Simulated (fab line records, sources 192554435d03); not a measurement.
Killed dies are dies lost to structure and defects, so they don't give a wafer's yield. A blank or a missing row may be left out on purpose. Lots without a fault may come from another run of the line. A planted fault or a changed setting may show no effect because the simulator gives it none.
fab line records | flow n5_finfet
record lots=5 wafers=15 last_day=17
route steps=1938 shown BEOL_M5@1124
lots that met no fault: from a run of the same line without faults
start_h: hours from the record's first day to the start of the lot's first wafer shown | wait_h: hours since the lot's step before | " the same as in the row above | L1.1+2: a row that stands for several wafers | - no value, or no start given | * or withheld: withheld | < > ~ a bound
route shown NAME@n: a module of which the file shows steps, and the number in the route of the first | usual: mean/standard deviation of fault-free wafers | same: alike in all rows | chamber/n: place in a boat | sites: the reading at each site | _std_site: their standard deviation | _edge_site: outer sites' mean less inner sites' | radius_mm: how far each site lies from the wafer's centre | mask NAME#n: copy n | behind: the tool/chamber that last shaped the wafer | hold: why the lot was held/for how many hours/how that ended | device: the transistor (n, p or np) that didn't switch | end of line: the same wafers' tests at the end of the route | a step without rows: its recipe alone | killed: dies lost to structure and defects at the first sort, not the wafer's yield | map: a wafer's dies, x killed, . not, _ none there
set.NAME: the setting as run; set.NAME@STEP: as run at that earlier step | model.NAME: the simulator's own value behind a step, which no gauge read
lots at some steps of the route; a table a step, a row a wafer
services: from which hour (start_h, from the record's first day; less than 0 if before it) a tool's chamber was out of use, for how many hours, and why
## steps
# step N5_BEOL_M5_PEB_09
# recipe peb_temp_c=100 peb_time_s=60 resist=CAR-EUV
# columns lot.wafer tool chamber start_h wait_h
L079.2+4+5 litho_track-04 0 206.67 0.0
L082.4+5+6 litho_track-01 0 227.21 0.0
L084.1+4+6 litho_track-05 0 232.83 0.1
L083.1+3+6 litho_track-01 0 233.06 0.1
L096.2+5+6 litho_track-01 0 302.02 0.0
# step N5_BEOL_M5_DEVELOP_10
# recipe develop_time_s=30 developer=TMAH resist=CAR-EUV rinse_liquid=surfactant_rinse dry=air_spin dev_temp_c=23
# columns lot.wafer tool chamber start_h wait_h
L079.2+4+5 litho_track-04 0 - -
L082.4+5+6 litho_track-01 0 - -
L084.1+4+6 litho_track-05 0 - -
L083.1+3+6 litho_track-01 0 - -
L096.2+5+6 litho_track-01 0 - -
# step N5_BEOL_M5_CD_MEAS_11
# recipe target_cd_nm=27.74 landing_energy_ev=500 detector=se_inlens
# usual cd_nm=27.8/0.34
# columns lot.wafer tool chamber start_h wait_h cd_nm
L079.2 cd_sem-03 0 206.74 - 27.7
L079.4 " 0 " " 28.0
L079.5 " 0 " " 28.1
L082.4 cd_sem-01 0 227.27 - 27.6
L082.5 " 0 " " 27.8
L082.6 " 0 " " 27.8
L084.1 cd_sem-01 0 232.90 - 28.0
L084.4 " 0 " " 28.2
L084.6 " 0 " " 27.8
L083.1 cd_sem-01 0 233.12 - 27.4
L083.3 " 0 " " 27.8
L083.6 " 0 " " 28.0
L096.2 cd_sem-03 0 302.09 - 27.2
L096.5 " 0 " " 27.8
L096.6 " 0 " " 27.8
# step N5_BEOL_M5_OVL_MEAS_12
# recipe points_per_wafer=522
# usual M5_OVL=-0.6/0.71
# columns lot.wafer tool chamber start_h wait_h M5_OVL[nm]
L079.2 overlay-02 0 206.77 0.0 -0.8
L079.4 " 0 " " -0.2
L079.5 " 0 " " -1.4
L082.4 overlay-01 0 227.32 0.0 -0.1
L082.5 " 0 " " -0.1
L082.6 " 0 " " -0.3
L084.1 overlay-02 0 232.93 0.0 0.8
L084.4 " 0 " " -0.1
L084.6 " 0 " " -0.3
L083.1 overlay-01 0 233.15 0.0 -1.5
L083.3 " 0 " " -0.8
L083.6 " 0 " " 0.1
L096.2 overlay-01 0 302.12 0.0 -1.5
L096.5 " 0 " " -1.4
L096.6 " 0 " " -1.0
# step N5_BEOL_M5_INSPECT_13
# recipe mode=adi inspect_instrument=brightfield
# usual raw_defect_count=438/120
# columns lot.wafer tool chamber start_h wait_h raw_defect_count
L079.2 defect_inspect-02 - 206.83 0.0 395
L079.4 " - " " 279
L079.5 " - " " 508
L082.4 defect_inspect-01 - 227.36 0.0 293
L082.5 " - " " 396
L082.6 " - " " 443
L084.1 defect_inspect-01 - 232.99 0.1 495
L084.4 " - " " 475
L084.6 " - " " 455
L083.1 defect_inspect-01 - 233.21 0.1 554
L083.3 " - " " 458
L083.6 " - " " 467
L096.2 defect_inspect-02 - 302.18 0.1 367
L096.5 " - " " 484
L096.6 " - " " 293
# step N5_BEOL_M5_DESCUM_16
# recipe chemistry=O2 time_s=7 source_power_w=50 bias_power_w=20 pressure_mtorr=20 rf_frequency_hz=2.712e+07 temp_c=40 resist=CAR-EUV o2_flow_sccm=225
# usual bias_power_w=20.00/0.059 drypump_motor_current_A=5.8/0.41 oes_product_au=0.77/0.088 rf_vpp_V=243.4/1.3 showerhead_plenum_p_Torr=2.12/0.063 throttle_valve_pct=20.56/0.28
# same time_s=7
# columns lot.wafer tool chamber start_h wait_h bias_power_w drypump_motor_current_A oes_product_au rf_hours_counter_h rf_vpp_V showerhead_plenum_p_Torr throttle_valve_pct
L079.2 rie_diel-03 1 206.86 0.0 19.96 5.7 0.72 178 243.1 2.09 20.84
L079.4 " 2 " " 19.94 6.4 0.73 174 243.0 2.09 20.47
L079.5 " 1 " " 20.01 5.7 0.72 - 242.4 2.09 20.84
L082.4 rie_diel-03 3 227.40 0.0 20.08 6.6 0.87 47 244.8 2.23 20.29
L082.5 " 2 " " 19.92 6.4 0.72 - 241.7 2.09 20.48
L082.6 " 1 " " 20.07 5.7 0.72 - 242.5 2.09 20.86
L084.1 rie_diel-02 0 233.02 0.0 19.97 5.9 0.96 3 244.8 2.17 20.30
L084.4 " 2 " " 20.02 6.0 0.73 194 243.9 2.17 20.62
L084.6 " 2 " " 20.00 6.0 0.74 - 243.2 2.17 20.62
L083.1 rie_diel-03 0 233.25 0.0 19.99 6.1 0.73 174 244.4 2.18 20.32
L083.3 " 2 " " 19.94 6.4 0.72 180 244.7 2.09 20.48
L083.6 " 3 " " 20.07 6.6 0.87 - 246.6 2.23 20.27
L096.2 rie_diel-01 1 302.21 0.0 19.95 5.6 0.88 33 242.3 2.07 20.20
L096.5 " 0 " " 19.95 5.1 0.70 - 244.9 2.19 20.59
L096.6 " 1 " " 20.03 5.6 0.88 - 241.9 2.07 20.19
# step N5_BEOL_M5_ETCH_72
# recipe chemistry=N2/H2 target=underlayer target_depth_a=65 mask_material=CAR-EUV time_s=5.2 ion_energy_ev=200 pressure_mtorr=30 source_w=840 bias_w=150 n2_flow_sccm=200 h2_flow_sccm=200 ends=cleared
# usual drypump_motor_current_A=5.8/0.41 etch_rf_on_time_s=5.20/0.19 oes_product_au=0.66/0.079 rf_vpp_V=524.2/2.4 showerhead_plenum_p_Torr=2.56/0.079 throttle_valve_pct=18.0/0.33
# columns lot.wafer tool chamber start_h wait_h drypump_motor_current_A etch_rf_on_time_s oes_product_au rf_hours_counter_h rf_vpp_V showerhead_plenum_p_Torr throttle_valve_pct
L079.2 rie_diel-03 1 206.89 0.0 5.7 5.46 0.60 178 522.5 2.52 18.1
L079.4 " 2 " " 6.4 5.20 0.62 174 523.3 2.51 17.7
L079.5 " 1 " " 5.7 5.46 0.60 - 523.9 2.52 18.1
L082.4 rie_diel-03 3 227.43 0.0 6.6 5.43 0.74 47 527.0 2.69 17.6
L082.5 " 2 " " 6.4 5.14 0.61 - 524.1 2.51 17.7
L082.6 " 1 " " 5.7 5.29 0.61 - 521.0 2.52 18.1
L084.1 rie_diel-02 0 233.06 0.0 6.0 4.88 0.84 3 524.7 2.62 17.7
L084.4 " 2 " " 6.0 5.22 0.62 194 526.4 2.64 18.2
L084.6 " 2 " " 5.9 5.18 0.62 - 525.0 2.64 18.2
L083.1 rie_diel-03 0 233.28 0.0 6.2 5.43 0.62 174 527.5 2.63 17.6
L083.3 " 2 " " 6.4 5.10 0.62 180 522.9 2.51 17.7
L083.6 " 3 " " 6.6 5.46 0.74 - 528.7 2.69 17.6
L096.2 rie_diel-01 1 302.25 0.0 5.7 5.17 0.76 33 521.9 2.49 17.5
L096.5 " 0 " " 5.1 5.10 0.61 - 527.5 2.62 17.9
L096.6 " 1 " " 5.6 5.11 0.77 - 525.0 2.49 17.6
# step N5_BEOL_M5_ETCH_61
# recipe chemistry=CF4 target=SiARC target_depth_a=156 mask_material=CAR-EUV time_s=26 ion_energy_ev=80 pressure_mtorr=40 source_w=545 bias_w=36 Ar_flow_sccm=100 cf4_flow_sccm=100 ends=cleared
# usual drypump_motor_current_A=5.8/0.41 etch_rf_on_time_s=25.9/0.81 mfc_ar_sccm=100.0/0.31 oes_product_au=0.66/0.08 rf_vpp_V=184.1/1.1 showerhead_plenum_p_Torr=2.15/0.059 throttle_valve_pct=15.7/0.31
# columns lot.wafer tool chamber start_h wait_h drypump_motor_current_A etch_rf_on_time_s mfc_ar_sccm oes_product_au rf_hours_counter_h rf_vpp_V showerhead_plenum_p_Torr throttle_valve_pct
L079.2 rie_diel-03 1 206.91 0.0 5.7 26.8 100.1 0.62 178 183.5 2.13 15.9
L079.4 " 2 " " 6.4 25.6 99.9 0.62 174 184.7 2.14 15.7
L079.5 " 1 " " 5.7 26.8 100.5 0.61 - 184.4 2.13 15.9
L082.4 rie_diel-03 3 227.45 0.0 6.6 27.4 99.9 0.73 47 186.2 2.26 15.4
L082.5 " 2 " " 6.4 25.6 100.4 0.63 - 182.3 2.14 15.7
L082.6 " 1 " " 5.7 26.7 99.5 0.61 - 182.8 2.12 15.9
L084.1 rie_diel-02 0 233.07 0.0 5.9 24.5 100.4 0.83 3 185.5 2.16 15.2
L084.4 " 2 " " 6.0 25.7 100.1 0.62 194 184.4 2.22 15.8
L084.6 " 2 " " 6.0 25.8 99.5 0.62 - 184.9 2.22 15.8
L083.1 rie_diel-03 0 233.30 0.0 6.1 27.2 100.1 0.62 174 186.3 2.21 15.5
L083.3 " 2 " " 6.4 25.6 100.1 0.62 180 183.8 2.14 15.7
L083.6 " 3 " " 6.5 27.4 100.4 0.73 - 185.7 2.26 15.4
L096.2 rie_diel-01 1 302.26 0.0 5.7 25.3 100.0 0.77 33 182.9 2.08 15.1
L096.5 " 0 " " 5.1 25.1 99.5 0.60 - 186.5 2.21 15.7
L096.6 " 1 " " 5.7 25.3 100.4 0.78 - 184.7 2.08 15.1
# step N5_BEOL_M5_ETCH_62
# recipe chemistry=N2/H2 target=SOC target_depth_a=750 overetch_a=150 mask_material=SiARC temp_c=40 time_s=112.5 ion_energy_ev=200 pressure_mtorr=30 source_w=840 bias_w=150 n2_flow_sccm=200 h2_flow_sccm=200
# usual drypump_motor_current_A=5.8/0.41 oes_product_au=0.61/0.07 rf_vpp_V=524.5/2.3 showerhead_plenum_p_Torr=2.56/0.079 throttle_valve_pct=17.9/0.33
# same time_s=112.5
# columns lot.wafer tool chamber start_h wait_h drypump_motor_current_A oes_product_au rf_hours_counter_h rf_vpp_V showerhead_plenum_p_Torr throttle_valve_pct
L079.2 rie_diel-03 1 206.94 0.0 5.7 0.58 178 523.6 2.52 18.1
L079.4 " 2 " " 6.4 0.58 174 522.1 2.51 17.6
L079.5 " 1 " " 5.7 0.57 - 524.1 2.52 18.1
L082.4 rie_diel-03 3 227.48 0.0 6.6 0.70 47 528.2 2.69 17.6
L082.5 " 2 " " 6.4 0.57 - 524.7 2.51 17.6
L082.6 " 1 " " 5.7 0.57 - 521.5 2.52 18.1
L084.1 rie_diel-02 0 233.10 0.0 5.9 0.75 3 526.1 2.62 17.6
L084.4 " 2 " " 6.0 0.57 194 526.2 2.64 18.1
L084.6 " 2 " " 6.0 0.58 - 525.0 2.64 18.1
L083.1 rie_diel-03 0 233.33 0.0 6.1 0.59 174 528.9 2.63 17.6
L083.3 " 2 " " 6.4 0.57 180 523.0 2.51 17.7
L083.6 " 3 " " 6.5 0.70 - 528.1 2.69 17.6
L096.2 rie_diel-01 1 302.29 0.0 5.7 0.71 33 523.2 2.49 17.5
L096.5 " 0 " " 5.1 0.55 - 527.4 2.62 17.9
L096.6 " 1 " " 5.7 0.70 - 522.2 2.49 17.5
# step N5_BEOL_M5_STRIP_63
# recipe chemistry=N2/H2 temp_c=40 n2_flow_sccm=200 h2_flow_sccm=200 rf_frequency_hz=6e+07
# columns lot.wafer tool chamber start_h wait_h
L079.2+4+5 rie_diel-03 1,2,1 207.05 0.1
L082.4+5+6 rie_diel-03 3,2,1 227.58 0.1
L084.1+4+6 rie_diel-02 0,2,2 233.21 0.1
L083.1+3+6 rie_diel-03 0,2,3 233.43 0.1
L096.2+5+6 rie_diel-01 1,0,1 302.40 0.1
# step N5_BEOL_M5_STRIP_73
# recipe chemistry=N2/H2 temp_c=40 n2_flow_sccm=200 h2_flow_sccm=200 rf_frequency_hz=6e+07
# columns lot.wafer tool chamber start_h wait_h
L079.2+4+5 rie_diel-03 1,2,1 207.06 0.0
L082.4+5+6 rie_diel-03 3,2,1 227.59 0.0
L084.1+4+6 rie_diel-02 0,2,2 233.22 0.0
L083.1+3+6 rie_diel-03 0,2,3 233.44 0.0
L096.2+5+6 rie_diel-01 1,0,1 302.41 0.0
# step N5_BEOL_M5_STRIP_64
# recipe chemistry=CF4 resist=SiARC power_w=300 bias_power_w=75 pressure_mtorr=50 cf4_flow_sccm=150 rf_frequency_hz=6e+07
# usual bias_power_w=74.98/0.24 drypump_motor_current_A=5.8/0.41 oes_product_au=0.77/0.087 rf_vpp_V=271.3/1.4 showerhead_plenum_p_Torr=1.80/0.047 throttle_valve_pct=13.6/0.32
# columns lot.wafer tool chamber start_h wait_h bias_power_w drypump_motor_current_A oes_product_au rf_hours_counter_h rf_vpp_V showerhead_plenum_p_Torr throttle_valve_pct
L079.2 rie_diel-03 1 207.07 0.0 75.01 5.7 0.73 178 270.6 1.79 13.9
L079.4 " 2 " " 74.64 6.4 0.72 174 268.9 1.80 13.7
L079.5 " 1 " " 75.00 5.7 0.72 - 270.1 1.79 13.9
L082.4 rie_diel-03 3 227.60 0.0 74.92 6.5 0.88 47 272.4 1.88 13.3
L082.5 " 2 " " 74.95 6.4 0.72 - 270.9 1.80 13.7
L082.6 " 1 " " 74.66 5.7 0.71 - 269.7 1.79 13.9
L084.1 rie_diel-02 0 233.23 0.0 74.90 5.9 0.94 3 273.2 1.81 13.1
L084.4 " 2 " " 75.02 5.9 0.72 194 272.8 1.86 13.8
L084.6 " 2 " " 74.96 6.0 0.72 - 271.6 1.86 13.8
L083.1 rie_diel-03 0 233.45 0.0 75.00 6.1 0.74 174 272.0 1.86 13.6
L083.3 " 2 " " 74.86 6.4 0.71 180 272.5 1.80 13.7
L083.6 " 3 " " 74.72 6.6 0.88 - 272.1 1.88 13.3
L096.2 rie_diel-01 1 302.42 0.0 75.12 5.6 0.87 33 270.9 1.74 13.0
L096.5 " 0 " " 75.23 5.1 0.70 - 271.8 1.85 13.7
L096.6 " 1 " " 75.19 5.6 0.88 - 270.7 1.74 13.1
# step N5_BEOL_M5_HM_OPEN_17
# recipe chemistry=Cl2/BCl3 target_depth_a=200 overetch_a=60 target=TiN mask_material=SOC ion_energy_ev=150 pressure_mtorr=10 icp_w=1000 bias_w=126 Cl2_flow_sccm=53.25 bcl3_flow_sccm=21.75 Ar_flow_sccm=25
# usual drypump_motor_current_A=5.8/0.42 mfc_ar_sccm=25.00/0.075 oes_product_au=0.69/0.065 throttle_valve_pct=21.95/0.15
# columns lot.wafer tool chamber start_h wait_h drypump_motor_current_A mfc_ar_sccm oes_product_au rf_hours_counter_h throttle_valve_pct
L079.2 rie_metal-01 1 207.11 0.0 5.6 25.22 0.78 2 21.94
L079.4 " 0 " " 5.9 25.01 0.62 - 21.95
L079.5 " 1 " " 5.5 25.01 0.79 - 21.93
L082.4 rie_metal-01 0 227.67 0.1 5.9 24.97 0.62 - 21.96
L082.5 " 1 " " 5.5 25.15 0.77 - 21.93
L082.6 " 0 " " 5.9 24.86 0.62 - 21.97
L084.1 rie_metal-03 0 233.27 0.0 5.3 24.84 0.72 22 21.86
L084.4 " 0 " " 5.4 24.94 0.73 - 21.85
L084.6 " 0 " " 5.4 24.91 0.74 - 21.86
L083.1 rie_metal-02 0 233.49 0.0 6.6 25.01 0.70 29 21.80
L083.3 " 1 " " 5.8 25.08 0.72 - 21.98
L083.6 " 1 " " 5.8 24.86 0.71 - 21.99
L096.2 rie_metal-02 1 302.48 0.0 5.8 25.12 0.69 26 22.00
L096.5 " 0 " " 6.6 25.13 0.68 - 21.83
L096.6 " 1 " " 5.8 25.10 0.68 - 22.01
# step N5_BEOL_M5_STRIP_19
# recipe chemistry=O2 power_w=400 temp_c=40 pressure_mtorr=30 rf_frequency_hz=6e+07 bias_power_w=0 overash_fraction=0.2 o2_flow_sccm=225
# usual drypump_motor_current_A=5.8/0.42 oes_product_au=0.77/0.083 rf_vpp_V=3.6/0.52 showerhead_plenum_p_Torr=2.13/0.06 throttle_valve_pct=16.80/0.25
# same bias_power_w=0
# columns lot.wafer tool chamber start_h wait_h drypump_motor_current_A oes_product_au rf_hours_counter_h rf_vpp_V showerhead_plenum_p_Torr throttle_valve_pct
L079.2 rie_diel-03 2 207.22 0.1 6.4 0.72 174 2.8 2.10 16.74
L079.4 " 0 " " 6.1 0.73 168 4.6 2.19 16.60
L079.5 " 2 " " 6.4 0.73 - 3.5 2.10 16.73
L082.4 rie_diel-01 2 227.80 0.1 5.5 0.84 - 3.2 2.12 16.85
L082.5 " 1 " " 5.6 0.94 - 3.3 2.09 16.33
L082.6 " 0 " " 5.1 0.72 - 3.3 2.20 16.81
L084.1 rie_diel-01 1 233.38 0.1 5.6 0.93 9 3.6 2.09 16.35
L084.4 " 1 " " 5.6 0.94 - 3.8 2.09 16.34
L084.6 " 0 " " 5.1 0.72 - 3.4 2.20 16.80
L083.1 rie_diel-01 1 233.60 0.1 5.6 0.93 9 3.1 2.09 16.35
L083.3 " 0 " " 5.1 0.72 195 4.5 2.20 16.80
L083.6 " 2 " " 5.4 0.84 - 3.8 2.12 16.86
L096.2 rie_diel-02 3 302.64 0.1 5.7 0.66 247 3.3 2.07 17.27
L096.5 " 0 " " 5.9 0.89 - 3.3 2.17 16.54
L096.6 " 3 " " 5.7 0.66 - 3.8 2.07 17.28
# step N5_BEOL_M5_CD_MEAS_18
# recipe pitch_nm=56 target_cd_nm=28
# usual cd_nm=27.8/0.36
# columns lot.wafer tool chamber start_h wait_h cd_nm
L079.2 cd_sem-02 - 207.29 0.1 27.9
L079.4 " - " " 28.4
L079.5 " - " " 28.0
L082.4 cd_sem-02 - 227.86 0.0 28.4
L082.5 " - " " 27.8
L082.6 " - " " 27.8
L084.1 cd_sem-01 - 233.45 0.0 28.3
L084.4 " - " " 28.5
L084.6 " - " " 27.7
L083.1 cd_sem-02 - 233.67 0.0 27.4
L083.3 " - " " 27.5
L083.6 " - " " 28.0
L096.2 cd_sem-01 - 302.71 0.1 27.6
L096.5 " - " " 28.2
L096.6 " - " " 27.7
# step N5_BEOL_M5_COAT_65
# recipe resist=SOC temp_c=250 time_s=60 spin_rpm=1500 resist_thk_nm=60
# same time_s=60
# columns lot.wafer tool chamber start_h wait_h
L079.2+4+5 litho_track-04 0 207.33 0.0
L082.4+5+6 litho_track-05 0 229.31 1.4
L084.1+4+6 litho_track-01 0 233.57 0.1
L083.1+3+6 litho_track-04 0 233.71 0.0
L096.2+5+6 litho_track-01 0 302.92 0.2
# step N5_BEOL_M5_COAT_66
# recipe resist=SiARC temp_c=220 time_s=60 spin_rpm=1500 resist_thk_nm=12
# same time_s=60
# columns lot.wafer tool chamber start_h wait_h
L079.2+4+5 litho_track-04 0 - -
L082.4+5+6 litho_track-05 0 - -
L084.1+4+6 litho_track-01 0 - -
L083.1+3+6 litho_track-04 0 - -
L096.2+5+6 litho_track-01 0 - -
# step N5_BEOL_M5_COAT_74
# recipe resist=underlayer temp_c=205 time_s=60 spin_rpm=1500 resist_thk_nm=5
# same time_s=60
# columns lot.wafer tool chamber start_h wait_h
L079.2+4+5 litho_track-04 0 - -
L082.4+5+6 litho_track-05 0 - -
L084.1+4+6 litho_track-01 0 - -
L083.1+3+6 litho_track-04 0 - -
L096.2+5+6 litho_track-01 0 - -
# step N5_BEOL_M5_COAT_22
# recipe resist=CAR-EUV spin_rpm=1500 resist_thk_nm=30
# columns lot.wafer tool chamber start_h wait_h
L079.2+4+5 litho_track-04 0 - -
L082.4+5+6 litho_track-05 0 - -
L084.1+4+6 litho_track-01 0 - -
L083.1+3+6 litho_track-04 0 - -
L096.2+5+6 litho_track-01 0 - -
# step N5_BEOL_M5_EBR_24
# recipe solvent=PGMEA ebr_width_mm=1.5
# columns lot.wafer tool chamber start_h wait_h
L079.2+4+5 litho_track-04 0 - -
L082.4+5+6 litho_track-05 0 - -
L084.1+4+6 litho_track-01 0 - -
L083.1+3+6 litho_track-04 0 - -
L096.2+5+6 litho_track-01 0 - -
# step N5_BEOL_M5_SOFTBAKE_23
# recipe temp_c=110 time_s=60 resist=CAR-EUV
# same time_s=60
# columns lot.wafer tool chamber start_h wait_h
L079.2+4+5 litho_track-04 0 - -
L082.4+5+6 litho_track-05 0 - -
L084.1+4+6 litho_track-01 0 - -
L083.1+3+6 litho_track-04 0 - -
L096.2+5+6 litho_track-01 0 - -
# step N5_BEOL_M5_EXPOSE_25
# recipe mask_id=V4 na=0.33 source_shape=quasar sigma_inner=0.2 sigma_outer=0.6 polarization=unpolarized defocus_nm=10 dose_mj=52.75
# usual exposure_dose_mJ_cm2=52.66/0.068
# columns lot.wafer tool chamber start_h wait_h mask exposure_dose_mJ_cm2
L079.2 euv_scanner-02 0 207.65 - V4#0 52.60
L079.4 " 0 " " V4#0 52.54
L079.5 " 0 " " V4#0 52.57
L082.4 euv_scanner-01 0 229.47 - V4#0 52.66
L082.5 " 0 " " V4#0 52.69
L082.6 " 0 " " V4#0 52.68
L084.1 euv_scanner-01 0 233.71 - V4#0 52.67
L084.4 " 0 " " V4#0 52.72
L084.6 " 0 " " V4#0 52.76
L083.1 euv_scanner-01 0 233.87 - V4#0 52.65
L083.3 " 0 " " V4#0 52.70
L083.6 " 0 " " V4#0 52.71
L096.2 euv_scanner-01 0 303.06 - V4#0 52.74
L096.5 " 0 " " V4#0 52.65
L096.6 " 0 " " V4#0 52.70
# step N5_BEOL_M5_PEB_26
# recipe peb_temp_c=100 peb_time_s=60 resist=CAR-EUV
# columns lot.wafer tool chamber start_h wait_h
L079.2+4+5 litho_track-04 0 207.71 0.1
L082.4+5+6 litho_track-01 0 229.52 0.0
L084.1+4+6 litho_track-05 0 233.78 0.1
L083.1+3+6 litho_track-01 0 233.94 0.1
L096.2+5+6 litho_track-04 0 303.12 0.1
# step N5_BEOL_M5_DEVELOP_27
# recipe develop_time_s=30 developer=TMAH resist=CAR-EUV rinse_liquid=surfactant_rinse dry=air_spin dev_temp_c=23
# columns lot.wafer tool chamber start_h wait_h
L079.2+4+5 litho_track-04 0 - -
L082.4+5+6 litho_track-01 0 - -
L084.1+4+6 litho_track-05 0 - -
L083.1+3+6 litho_track-01 0 - -
L096.2+5+6 litho_track-04 0 - -
# step N5_BEOL_M5_CD_MEAS_28
# recipe target_cd_nm=30.6 landing_energy_ev=500 detector=se_inlens target_cd_y_nm=20 polarity=opening
# usual cd_nm=30.45/0.28
# columns lot.wafer tool chamber start_h wait_h cd_nm
L079.2 cd_sem-02 0 207.78 - 30.08
L079.4 " 0 " " 30.26
L079.5 " 0 " " 30.15
L082.4 cd_sem-03 0 229.58 - 30.94
L082.5 " 0 " " 30.76
L082.6 " 0 " " 30.46
L084.1 cd_sem-01 0 233.85 - 30.29
L084.4 " 0 " " 30.55
L084.6 " 0 " " 30.46
L083.1 cd_sem-02 0 234.01 - 30.83
L083.3 " 0 " " 30.84
L083.6 " 0 " " 30.80
L096.2 cd_sem-03 0 303.19 - 30.52
L096.5 " 0 " " 30.54
L096.6 " 0 " " 30.36
# step N5_BEOL_M5_OVL_MEAS_29
# recipe points_per_wafer=522
# usual V4_OVL=-0.4/0.71
# columns lot.wafer tool chamber start_h wait_h V4_OVL[nm]
L079.2 overlay-02 0 207.82 0.0 -1.0
L079.4 " 0 " " -0.8
L079.5 " 0 " " -0.4
L082.4 overlay-01 0 229.63 0.0 0.1
L082.5 " 0 " " 0.2
L082.6 " 0 " " 0.3
L084.1 overlay-02 0 233.88 0.0 0.2
L084.4 " 0 " " -1.4
L084.6 " 0 " " -1.4
L083.1 overlay-02 0 234.04 0.0 -0.4
L083.3 " 0 " " -0.3
L083.6 " 0 " " 0.1
L096.2 overlay-02 0 303.23 0.0 0.1
L096.5 " 0 " " -1.2
L096.6 " 0 " " 0.0
# step N5_BEOL_M5_INSPECT_30
# recipe mode=adi inspect_instrument=brightfield
# usual raw_defect_count=443/110
# columns lot.wafer tool chamber start_h wait_h raw_defect_count
L079.2 defect_inspect-02 - 207.88 0.0 413
L079.4 " - " " 268
L079.5 " - " " 540
L082.4 defect_inspect-01 - 229.67 0.0 308
L082.5 " - " " 400
L082.6 " - " " 446
L084.1 defect_inspect-01 - 234.93 1.0 467
L084.4 " - " " 458
L084.6 " - " " 467
L083.1 defect_inspect-01 - 234.94 0.9 541
L083.3 " - " " 469
L083.6 " - " " 458
L096.2 defect_inspect-02 - 303.28 0.0 406
L096.5 " - " " 456
L096.6 " - " " 321
# step N5_BEOL_M5_DESCUM_33
# recipe chemistry=O2 time_s=7 source_power_w=50 bias_power_w=20 pressure_mtorr=20 rf_frequency_hz=2.712e+07 temp_c=40 resist=CAR-EUV o2_flow_sccm=225
# usual bias_power_w=19.99/0.064 drypump_motor_current_A=5.8/0.41 oes_product_au=0.77/0.087 rf_vpp_V=243.5/1.3 showerhead_plenum_p_Torr=2.12/0.063 throttle_valve_pct=20.57/0.28
# same time_s=7
# columns lot.wafer tool chamber start_h wait_h bias_power_w drypump_motor_current_A oes_product_au rf_hours_counter_h rf_vpp_V showerhead_plenum_p_Torr throttle_valve_pct
L079.2 rie_diel-02 3 207.95 0.1 20.12 5.7 0.68 219 241.9 2.08 21.05
L079.4 " 2 " " 19.97 6.0 0.74 - 244.6 2.17 20.61
L079.5 " 3 " " 20.09 5.8 0.68 - 242.8 2.08 21.05
L082.4 rie_diel-03 2 229.70 0.0 19.95 6.4 0.72 180 243.5 2.09 20.48
L082.5 " 1 " " 20.07 5.7 0.73 - 243.8 2.09 20.85
L082.6 " 2 " " 19.88 6.4 0.72 - 241.7 2.09 20.47
L084.1 rie_diel-01 1 234.96 0.0 19.94 5.6 0.94 9 242.1 2.08 20.17
L084.4 " 2 " " 19.93 5.5 0.83 - 244.4 2.11 20.65
L084.6 " 1 " " 20.01 5.6 0.94 - 242.0 2.08 20.16
L083.1 rie_diel-01 2 235.35 0.4 19.95 5.4 0.82 85 242.4 2.11 20.66
L083.3 " 1 " " 20.07 5.7 0.93 9 242.6 2.08 20.16
L083.6 " 1 " " 20.15 5.7 0.92 - 243.1 2.08 20.17
L096.2 rie_diel-02 2 303.37 0.1 19.91 6.0 0.72 215 243.3 2.16 20.64
L096.5 " 3 " " 19.99 5.7 0.67 - 243.7 2.07 21.08
L096.6 " 0 " " 19.99 5.9 0.90 - 244.3 2.16 20.33
# step N5_BEOL_M5_ETCH_75
# recipe chemistry=N2/H2 target=underlayer target_depth_a=65 mask_material=CAR-EUV time_s=5.2 ion_energy_ev=200 pressure_mtorr=30 source_w=840 bias_w=150 n2_flow_sccm=200 h2_flow_sccm=200 ends=cleared
# usual drypump_motor_current_A=5.8/0.41 etch_rf_on_time_s=5.20/0.19 oes_product_au=0.66/0.079 rf_vpp_V=524.4/2.4 showerhead_plenum_p_Torr=2.56/0.08 throttle_valve_pct=18.0/0.33
# columns lot.wafer tool chamber start_h wait_h drypump_motor_current_A etch_rf_on_time_s oes_product_au rf_hours_counter_h rf_vpp_V showerhead_plenum_p_Torr throttle_valve_pct
L079.2 rie_diel-02 3 207.98 0.0 5.8 5.09 0.59 219 523.6 2.50 18.4
L079.4 " 2 " " 6.0 5.13 0.63 - 528.6 2.64 18.2
L079.5 " 3 " " 5.7 5.13 0.59 - 523.3 2.50 18.4
L082.4 rie_diel-03 2 229.74 0.0 6.4 5.16 0.62 180 524.6 2.51 17.7
L082.5 " 1 " " 5.7 5.40 0.60 - 521.6 2.52 18.1
L082.6 " 2 " " 6.4 5.14 0.62 - 523.7 2.51 17.7
L084.1 rie_diel-01 1 235.00 0.0 5.7 5.21 0.81 9 524.8 2.50 17.5
L084.4 " 2 " " 5.4 4.95 0.72 - 523.5 2.58 18.4
L084.6 " 1 " " 5.7 5.17 0.81 - 523.3 2.50 17.5
L083.1 rie_diel-01 2 235.39 0.0 5.4 4.96 0.72 85 525.6 2.58 18.4
L083.3 " 1 " " 5.6 5.19 0.82 9 523.3 2.50 17.6
L083.6 " 1 " " 5.6 5.11 0.81 - 525.1 2.50 17.5
L096.2 rie_diel-02 2 303.40 0.0 6.0 5.18 0.61 215 523.6 2.63 18.2
L096.5 " 3 " " 5.7 5.13 0.58 - 525.1 2.49 18.5
L096.6 " 0 " " 6.0 4.83 0.78 - 524.6 2.61 17.7
## services
# columns tool chamber start_h hours kind
rie_diel-01 1 187.49 - clean
rie_diel-01 1 187.49 - consumable_replace:focus_ring
rie_diel-01 1 187.49 23.4 scheduled_down
rie_diel-01 1 187.49 23.4 vent_cycle
euv_scanner-01 - 188.86 1.0 pm
rie_diel-03 - 198.08 1.1 repair
rie_diel-03 - 199.54 2.6 repair
euv_scanner-01 - 200.38 4.6 pm
rie_diel-01 3 213.02 48.6 repair
rie_diel-03 0 216.61 2.9 repair
euv_scanner-02 - 227.74 1.8 repair
rie_metal-03 - 228.42 2.8 pm
euv_scanner-02 - 232.91 1.0 pm
euv_scanner-01 - 245.01 1.0 pm
rie_diel-01 3 261.78 - clean
rie_diel-01 3 261.78 - consumable_replace:focus_ring
rie_metal-03 - 264.48 1.2 repair
euv_scanner-02 - 269.28 4.6 pm
rie_metal-03 0 269.77 1.1 repair
rie_metal-01 0 279.32 6.2 repair
rie_diel-03 - 283.25 0.1 repair
euv_scanner-02 - 289.07 1.0 pm
rie_diel-03 1 299.40 1.6 repair
euv_scanner-02 - 300.94 17.3 pm
## key
fault none
